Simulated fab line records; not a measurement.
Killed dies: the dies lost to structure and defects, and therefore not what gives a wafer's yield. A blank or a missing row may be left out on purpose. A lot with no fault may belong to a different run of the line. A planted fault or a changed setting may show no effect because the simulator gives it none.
Problem report, 8D (eight disciplines) form, completed by code :: flow n5-finfet :: the parts of the form that need people (team, actions taken, sign-off) are left out

1. WHAT IS WRONG
At N5_FIN_SAQP_THK_MEAS_07, thk-nm averages 82.1 nm over 2 wafers from 2 lots, while fault-free wafers read 60.0 nm, standard deviation 1. Relative to the usual mean, that is a shift of +22 standard deviations.
First seen on wafer L930.3, day 4 15:03, on film-metro-02. At this step, 29 wafers from 11 lots have a number in the record. Rule for "out", or "out of limits": more than 4 standard deviations from the usual mean. The other wafers with a number count as sound.

2. WHAT IT IS; WHAT IT IS NOT
question: which readings at this step
is: thk-nm
is not: -

question: which lots
is: L930, L933
is not: L922, L926, L928, L929, L936, L937, L938, L941, L942

question: which wafers of those lots
is: all that have a number
is not: -

question: read on which gauges
is: film-metro-01, film-metro-02
is not: -

question: when
is: from day 4 15:03
is not: up to then (12 sound wafers); but 15 sound wafers of L936, L937, L938, L941, L942 came after

3. THE SUSPECTS, EACH WITH WHAT RULES IT OUT
Counting: a tool stays on the suspect list if, at a process step up to the reading, it processed all lots that are out and no sound lot following the first of them.
- the gauge at N5_FIN_SAQP_THK_MEAS_07 is ruled out. 2 gauges (film-metro-01, film-metro-02) read the wafers that are out.
- pecvd-01 at N5_FIN_SAQP_PECVD_48 (deposits SiNx from SiH4/NH3/N2, target thk 25 nm, time 22.1 s): kept. It processed each lot that is out, first L930 at day 4 14:53, and no sound lot thereafter; up to then, the last sound lot it processed was L929 at day 4 09:14.
- pecvd-01 at N5_FIN_SAQP_PECVD_06 (deposits a-Si from SiH4/He, target thk 60 nm, time 48.1 s): kept. It processed each lot that is out, first L930 at day 4 14:58, and no sound lot thereafter; up to then, the last sound lot it processed was L929 at day 4 09:17.
Remaining after the count are pecvd-01 at N5_FIN_SAQP_PECVD_48 and pecvd-01 at N5_FIN_SAQP_PECVD_06.

4. THE CAUSE (what the simulator had put in)
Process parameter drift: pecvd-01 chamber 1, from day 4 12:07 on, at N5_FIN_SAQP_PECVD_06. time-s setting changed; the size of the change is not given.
After counting, 2 suspects remain, this tool included.

5. THE CHAIN OF EFFECTS, in route order
Each row: a reading whose mean over the struck wafers that have a number lies more than 3 standard deviations from the usual. Readings are gone through only where the record gives a usual standard deviation; hours: the median, over the lots, of the time from a lot's start at the first step in this table giving one to that lot's start at this step; sigmas: the change measured in usual standard deviations.
hours: 0
step: N5_FIN_SAQP_THK_MEAS_07
reading: thk-nm
usual: 60.0 nm
on struck wafers: 82.1
change: +22.1
sigmas: +22

hours: 1
step: N5_FIN_SAQP_MANDREL_ETCH_22
reading: oes-product-au
usual: 0.772 a.u.
on struck wafers: 0.957
change: +0.184
sigmas: +12
Here are the process steps it includes:
- N5_FIN_SAQP_MANDREL_ETCH_22: etches a-Si in HBr/Cl2, stops on SiNx, target depth 60 nm, bt time 10 s, time 30 s.

6. WHAT WOULD HAVE CAUGHT IT SOONER
Counted from the fault's start at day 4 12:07, it took 3 hours until the first out-of-limits reading at a measuring or inspecting step in this record, taken at day 4 15:03.
Tool readings at N5_FIN_SAQP_PECVD_06 with a usual standard deviation given in the record: none out on any struck wafer, hence no alarm at a limit of 4 standard deviations on them.
Among the 2 lots that are out, L933 began N5_FIN_SAQP_PECVD_06 on pecvd-01 after day 4 15:03. Putting the tool on hold at that point would have spared it.
